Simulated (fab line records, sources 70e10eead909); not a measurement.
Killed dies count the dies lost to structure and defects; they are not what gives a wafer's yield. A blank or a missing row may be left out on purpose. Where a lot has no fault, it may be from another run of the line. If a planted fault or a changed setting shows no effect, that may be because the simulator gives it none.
A struck lot beside a sound one -- flow nand-harc -- 15 steps out of a route of 1159
Sound: wafers L141.1, L141.2, L141.4. Struck: wafers L148.5, L148.6 (left out: L148.4, a lot-mate that was not struck); the cause follows at the end.
At each step with rows: each side's tool, then ch and its chambers, then its first start. Under that, the readings that differ: sound wafers -- struck wafers -- difference of the means -- sigmas: that difference in standard deviations of wafers without a fault.
alike: a reading whose means differ by less than 2 such deviations, as well as words and numbers matching on both sides. not compared: withheld readings; readings where some wafer has no value; bounds like >300 that might hide an equal value; numbers whose values overlap and for which the record gives no deviation.
A row with sigmas, a row that says differs or no value, or rows on one side alone: a step with any of these is where the two part. Numbers that don't overlap but have no deviation are shown without sigmas and don't part them. A reading missing from all wafers of one side parts the sides only when that side holds two or more wafers.

first, 1 step without rows for these wafers: NHARC_A_ONON_D1_DEP_00 (target thk 1000 nm).
NHARC_A_ONON_D1_THK_MEAS_02: measures by ellipsometry.
  sound on film-metro-02 at day 9 00:11; struck on film-metro-01 at day 10 21:51
  alike: thk-nm
next comes 1 step that has no rows for these wafers: NHARC_A_ONON_D1_DEP_03 (target thickness 1000 nm).
NHARC_A_ONON_D1_THK_MEAS_05: measures by ellipsometry.
  sound on film-metro-01 at day 9 00:46; struck on film-metro-02 at day 10 22:25
  alike: thk-nm
next comes 1 step that has no rows for these wafers: NHARC_A_ONON_D1_DEP_06 (target thickness 1000 nm).
NHARC_A_ONON_D1_THK_MEAS_08: measures by ellipsometry.
  sound on film-metro-01 at day 9 01:19; struck on film-metro-02 at day 10 22:59
  alike: thk-nm
next comes 1 step that has no rows for these wafers: NHARC_A_ONON_D1_DEP_09 (target thickness 1000 nm).
NHARC_A_ONON_D1_THK_MEAS_11: measures by ellipsometry.
  sound on film-metro-02 at day 9 01:53; struck on film-metro-01 at day 10 23:32
  alike: thk-nm
next comes 1 step that has no rows for these wafers: NHARC_A_ONON_D1_DEP_12 (target thickness 1000 nm).
NHARC_A_ONON_D1_THK_MEAS_14: measures by ellipsometry.
  sound on film-metro-01 at day 9 02:28; struck on film-metro-02 at day 11 00:07
  alike: thk-nm
then, 1 step without rows for these wafers: NHARC_A_ONON_D1_ANNEAL_15 (time 3600 s).
NHARC_A_ONON_D1_DEP_16: target thk 1000 nm.
  sound on pecvd-onon-02 ch 0, day 9 10:20; struck on pecvd-onon-02 ch 0, day 11 06:51
  alike: susceptor-temp-C
NHARC_A_ONON_D1_THK_MEAS_18: measures by ellipsometry.
  sound on film-metro-02 at day 9 10:51; struck on film-metro-01 at day 11 07:11
reading,sound,struck,difference,sigmas
thk-nm (nm),996 995 996,452 450,-545,-56
next comes 1 step that has no rows for these wafers: NHARC_A_ONON_D1_DEP_19 (target thickness 1000 nm).
-- jump in the record: it breaks off in module A_ONON_D1 and resumes in module END (first step shown: number 1159 of the route), and 12 days separate the struck wafers' starts before and after --
NHARC_END_SORT_01:
  the record has rows for the struck wafers here (prober-02 ch 0, day 22 22:31) and none for the sound ones

== WHERE THEY PART ==
Last at NHARC_END_SORT_01 as far as this record goes, first at NHARC_A_ONON_D1_THK_MEAS_18.

WHY: what had been put in by the simulator
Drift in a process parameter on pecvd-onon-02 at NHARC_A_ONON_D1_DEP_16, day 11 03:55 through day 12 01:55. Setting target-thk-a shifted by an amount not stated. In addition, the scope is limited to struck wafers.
